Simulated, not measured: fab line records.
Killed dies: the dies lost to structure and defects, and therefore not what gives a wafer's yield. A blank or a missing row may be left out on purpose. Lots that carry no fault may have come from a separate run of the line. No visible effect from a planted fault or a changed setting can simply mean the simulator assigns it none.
Matching of chambers || flow n5_finfet || N5_BEOL_M3_ILD_DEP_00 on pecvd-04 has 3 sister chambers
The step deposits SiOC from DEMS/O2, target thk 79 nm, time 15.3 s. 6 wafers are shown with their chamber, then 9 later ones without.

WAFERS WITH THEIR CHAMBER
{"wafer": "L081.6", "chamber": 1, "throttle_valve_pct (%)": 12.7, "heater_power_w (W)": 454}
{"wafer": "L085.1", "chamber": 1, "throttle_valve_pct (%)": 13.0, "heater_power_w (W)": 469}
{"wafer": "L085.6", "chamber": 0, "throttle_valve_pct (%)": 12.6, "heater_power_w (W)": 500}
{"wafer": "L089.1", "chamber": 0, "throttle_valve_pct (%)": 12.6, "heater_power_w (W)": 537}
{"wafer": "L089.3", "chamber": 2, "throttle_valve_pct (%)": 11.1, "heater_power_w (W)": 483}
{"wafer": "L089.6", "chamber": 2, "throttle_valve_pct (%)": 11.3, "heater_power_w (W)": 475}

WAFERS WHOSE CHAMBER IS MISSING
{"wafer": "L091.4", "throttle_valve_pct (%)": 12.6, "heater_power_w (W)": 428}
{"wafer": "L091.5", "throttle_valve_pct (%)": 13.0, "heater_power_w (W)": 463}
{"wafer": "L091.6", "throttle_valve_pct (%)": 11.8, "heater_power_w (W)": 468}
{"wafer": "L096.1", "throttle_valve_pct (%)": 11.3, "heater_power_w (W)": 476}
{"wafer": "L096.5", "throttle_valve_pct (%)": 13.0, "heater_power_w (W)": 463}
{"wafer": "L096.6", "throttle_valve_pct (%)": 12.7, "heater_power_w (W)": 476}
{"wafer": "L097.1", "throttle_valve_pct (%)": 11.5, "heater_power_w (W)": 419}
{"wafer": "L097.2", "throttle_valve_pct (%)": 13.1, "heater_power_w (W)": 392}
{"wafer": "L097.6", "throttle_valve_pct (%)": 12.4, "heater_power_w (W)": 515}

WHICH CHAMBER EACH ONE RAN IN
{"wafer": "L091.4", "from the rows above": 1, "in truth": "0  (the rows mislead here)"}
{"wafer": "L091.5", "from the rows above": 1, "in truth": 1}
{"wafer": "L091.6", "from the rows above": 2, "in truth": 2}
{"wafer": "L096.1", "from the rows above": 2, "in truth": 2}
{"wafer": "L096.5", "from the rows above": 1, "in truth": 1}
{"wafer": "L096.6", "from the rows above": "can't be placed: 1 or 0", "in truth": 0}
{"wafer": "L097.1", "from the rows above": 2, "in truth": 2}
{"wafer": "L097.2", "from the rows above": 1, "in truth": 1}
{"wafer": "L097.6", "from the rows above": 0, "in truth": 0}
Correct placement for 7 of the 9. From these rows, 1 cannot be placed; in 1 the true chamber is one of the candidates. Wrongly placed: 1.
How it was worked out, from the rows above alone: a wafer's distance from a chamber is the root of the sum, over the readings, of the square of ((its reading less the chamber's mean) divided by the reading's scatter). If the next closest chamber is less than 2 further off than the closest, the wafer can't be placed; otherwise it belongs to the closest. For every chamber, the mean is computed from those of its wafers that are shown. The scatter: take each reading less its chamber's mean, square it, sum over the shown wafers, divide by the number of wafers less the number of chambers, and take the root.
